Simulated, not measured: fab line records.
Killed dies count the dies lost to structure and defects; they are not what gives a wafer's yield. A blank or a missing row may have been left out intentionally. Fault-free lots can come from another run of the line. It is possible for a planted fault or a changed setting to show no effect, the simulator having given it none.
Which tool is to blame? | flow n5 finfet | 11 lots, 33 wafers sampled, at 4 steps of a route of 1938

## WHAT THE GAUGES READ, wafer by wafer
No reading from a measuring or inspecting step in the record can be judged against a usual standard deviation.

## EACH LOT AND THE TOOL THAT RAN IT (in order: tool; ch and the chambers of the sampled wafers; start)
lot  | N5_BEOL_M15_ETCH_61                | N5_PASSIVATION_SPUTTER_20    | N5_PASSIVATION_DESCUM_32           | N5_PASSIVATION_PROBE_49
L522 | rie diel-03 ch 0,1,2, day 11 08:35 | pvd sputter-03, day 11 18:13 | rie diel-02 ch 0,1,2, day 11 19:00 | -
L524 | rie diel-05 ch 0,2,3, day 11 16:55 | pvd sputter-02, day 12 02:04 | rie diel-01 ch 0,2,3, day 12 02:51 | -
L533 | rie diel-03 ch 2,3, day 14 22:21   | pvd sputter-02, day 15 12:38 | rie diel-02 ch 0,3, day 15 13:26   | prober-02, day 15 18:58
L535 | rie diel-04 ch 0,3, day 15 11:55   | pvd sputter-03, day 16 01:14 | rie diel-02 ch 0,1,2, day 16 02:01 | prober-02, day 16 07:31
L538 | rie diel-05 ch 0,1,2, day 15 23:46 | pvd sputter-02, day 16 19:17 | rie diel-01 ch 0,2,3, day 16 19:56 | prober-01, day 17 01:42
L539 | rie diel-04 ch 2,3, day 16 04:25   | pvd sputter-01, day 16 19:28 | rie diel-06 ch 0,1,2, day 16 20:08 | prober-01, day 17 01:03
L537 | rie diel-04 ch 1,3, day 16 12:12   | pvd sputter-03, day 17 05:56 | rie diel-01 ch 2,3, day 17 06:44   | prober-02, day 17 11:43
L541 | rie diel-05 ch 0,2,3, day 16 12:45 | pvd sputter-02, day 17 06:20 | rie diel-01 ch 0,2,3, day 17 07:00 | -
L542 | rie diel-05 ch 2,3, day 16 16:24   | pvd sputter-02, day 17 10:28 | rie diel-06 ch 1,2,3, day 17 11:14 | prober-01, day 17 16:58
L540 | rie diel-04 ch 0,2,3, day 16 22:14 | pvd sputter-01, day 17 10:11 | rie diel-06 ch 1,2, day 17 10:58   | prober-02, day 17 15:54
L543 | rie diel-03 ch 0,3, day 17 15:09   | pvd sputter-02, day 18 03:26 | rie diel-02 ch 0,1,3, day 18 04:05 | -
- N5_BEOL_M15_ETCH_61: etches BARC in N2/H2, target depth 89 nm, overetch 26.7 nm, time 67.9 s.
- N5_PASSIVATION_SPUTTER_20: material TaN, target thk 50 nm.
- N5_PASSIVATION_DESCUM_32: chemistry O2, time 7.9 s.
- N5_PASSIVATION_PROBE_49

## AS READ BY THE TOOLS THEMSELVES (means over the sampled wafers that have a number; for cases with no such wafer, the mark the record gives instead)
N5_BEOL_M15_ETCH_61. Usual: drypump motor current A 5.8 A, standard deviation 0.41; oes product au 0.68 a.u., standard deviation 0.077; rf vpp V 524.2 V, standard deviation 2.8; showerhead plenum p Torr 2.56 Torr, standard deviation 0.098; throttle valve pct 17.88 %, standard deviation 0.28.
lot  | tool        | drypump motor current A (A) | oes product au (a.u.) | rf vpp V (V) | showerhead plenum p Torr (Torr) | throttle valve pct (%) | flag
L522 | rie diel-03 | 5.6                         | 0.65                  | 522.9        | 2.52                            | 17.82                  |
L524 | rie diel-05 | 6.2                         | 0.60                  | 523.2        | 2.51                            | 18.00                  |
L533 | rie diel-03 | 5.7                         | 0.74                  | 525.5        | 2.63                            | 17.60                  |
L535 | rie diel-04 | 5.6                         | 0.68                  | 525.7        | 2.58                            | 17.75                  |
L538 | rie diel-05 | 6.1                         | 0.68                  | 525.1        | 2.58                            | 17.93                  |
L539 | rie diel-04 | 6.0                         | 0.74                  | 526.0        | 2.61                            | 17.57                  |
L537 | rie diel-04 | 5.4                         | 0.67                  | 524.6        | 2.58                            | 17.92                  |
L541 | rie diel-05 | 6.3                         | 0.67                  | 525.2        | 2.61                            | 17.91                  |
L542 | rie diel-05 | 6.2                         | 0.59                  | 524.3        | 2.57                            | 18.08                  |
L540 | rie diel-04 | 5.7                         | 0.69                  | 523.2        | 2.51                            | 17.81                  |
L543 | rie diel-03 | 5.8                         | 0.68                  | 524.9        | 2.61                            | 17.85                  |

N5_PASSIVATION_SPUTTER_20. Usual: throttle valve pct reads 29.5 % (standard deviation 0.89).
lot  | tool           | throttle valve pct (%) | flag
L522 | pvd sputter-03 | 28.9                   |
L524 | pvd sputter-02 | 29.3                   |
L533 | pvd sputter-02 | 29.3                   |
L535 | pvd sputter-03 | 29.2                   |
L538 | pvd sputter-02 | 29.1                   |
L539 | pvd sputter-01 | 30.2                   |
L537 | pvd sputter-03 | 29.2                   |
L541 | pvd sputter-02 | 29.4                   |
L542 | pvd sputter-02 | 28.7                   |
L540 | pvd sputter-01 | 31.1                   |
L543 | pvd sputter-02 | 29.3                   |

N5_PASSIVATION_DESCUM_32. Usual: drypump motor current A 5.5 A, standard deviation 0.39; oes product au 0.82 a.u., standard deviation 0.098; rf vpp V 243.4 V, standard deviation 1.2; showerhead plenum p Torr 2.11 Torr, standard deviation 0.056; throttle valve pct 20.31 %, standard deviation 0.27.
lot  | tool        | drypump motor current A (A) | oes product au (a.u.) | rf vpp V (V) | showerhead plenum p Torr (Torr) | throttle valve pct (%) | flag
L522 | rie diel-02 | 5.4                         | 0.74                  | 244.5        | 2.19                            | 20.63                  |
L524 | rie diel-01 | 5.2                         | 0.79                  | 242.4        | 2.08                            | 20.24                  |
L533 | rie diel-02 | 5.6                         | 0.73                  | 243.4        | 2.12                            | 20.61                  |
L535 | rie diel-02 | 5.4                         | 0.91                  | 245.1        | 2.17                            | 20.40                  |
L538 | rie diel-01 | 5.2                         | 0.91                  | 243.0        | 2.07                            | 19.98                  |
L539 | rie diel-06 | 5.2                         | 0.77                  | 244.6        | 2.15                            | 20.37                  |
L537 | rie diel-01 | 5.1                         | 0.89                  | 242.8        | 2.04                            | 20.04                  |
L541 | rie diel-01 | 5.2                         | 0.90                  | 242.2        | 2.07                            | 19.98                  |
L542 | rie diel-06 | 5.4                         | 0.80                  | 242.1        | 2.11                            | 20.30                  |
L540 | rie diel-06 | 5.1                         | 0.76                  | 243.6        | 2.15                            | 20.23                  |
L543 | rie diel-02 | 5.6                         | 0.80                  | 242.7        | 2.14                            | 20.51                  |

N5_PASSIVATION_PROBE_49. Usual: defect limited yield 91.3 %, standard deviation 1.5; killed_at_M0_to_M3 34, standard deviation 10; killed_at_M4_up 13, standard deviation 4.9; killed at contacts 13, standard deviation 6.1; killed at front end 39, standard deviation 13; killed at other 4.1, standard deviation 2.7; killed dies 103, standard deviation 18; killed open 68, standard deviation 13; killed short 32, standard deviation 7.6; sort_bin_5_function 5.2 %, standard deviation 1; sort_bin_6_memory 3.2 %, standard deviation 0.75; sort n pass 1077, standard deviation 18; sort yield pct 91.3 %, standard deviation 1.5.
lot  | tool      | defect limited yield (%) | killed_at_M0_to_M3 | killed_at_M4_up | killed at contacts | killed at front end | killed at other | killed dies | killed open | killed short | sort_bin_5_function (%) | sort_bin_6_memory (%) | sort n pass | sort yield pct (%) | flag
L533 | prober-02 | 84.2                     | 33                 | 105             | 11                 | 33                  | 3.3             | 186         | 68          | 25           | 9.9                     | 3.9                   | 994         | 84.2               | OFF
L535 | prober-02 | 89.6                     | 38                 | 10              | 11                 | 56                  | 8.0             | 123         | 79          | 39           | 6.0                     | 3.8                   | 1057        | 89.6               |
L538 | prober-01 | 92.8                     | 25                 | 20              | 9                  | 28                  | 2.5             | 85          | 52          | 31           | 3.8                     | 3.0                   | 1095        | 92.8               |
L539 | prober-01 | 89.9                     | 44                 | 12              | 16                 | 43                  | 4.7             | 119         | 81          | 35           | 6.3                     | 3.3                   | 1061        | 89.9               |
L537 | prober-02 | 93.0                     | 25                 | 15              | 12                 | 29                  | 2.3             | 83          | 51          | 27           | 4.2                     | 2.3                   | 1097        | 93.0               |
L542 | prober-01 | 93.3                     | 32                 | 6               | 8                  | 28                  | 3.0             | 78          | 56          | 22           | 3.8                     | 2.6                   | 1102        | 93.3               |
L540 | prober-02 | 92.9                     | 22                 | 11              | 9                  | 36                  | 6.0             | 84          | 56          | 25           | 4.4                     | 2.5                   | 1096        | 92.9               |

## THE ANSWER, worked out from the rows above alone
Rule: take the mean of a lot's wafers that have a number; if it is more than 3 standard deviations from the usual mean, the lot is off. Also off: a lot with no number at a reading for which 4 or more lots have one. Where the step has rows for the other lots, those lots are counted as sound. After the gauges, taken in route order, come the tools' own readings; for these a lot's mean is taken, as printed above. The first step at which some lot is off is used, and at that step the reading that is off furthest; a lot without a number counts as furthest.
Off: L533 (N5_PASSIVATION_PROBE_49, killed_at_M4_up). Neither off nor sound, because the step has no rows for them: L522, L524, L541, L543.
A tool fits if, at that step or a process step before it, it ran every lot that is off, and no sound lot after the first of them. One candidate fits, namely rie diel-03 at N5_BEOL_M15_ETCH_61. It ran no sound lot before its first lot that is off in this sample, so the start can't be narrowed down.

## WHAT WAS PUT IN BY THE SIMULATOR
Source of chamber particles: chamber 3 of rie diel-03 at N5_BEOL_M15_ETCH_61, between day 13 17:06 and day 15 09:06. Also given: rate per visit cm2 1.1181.
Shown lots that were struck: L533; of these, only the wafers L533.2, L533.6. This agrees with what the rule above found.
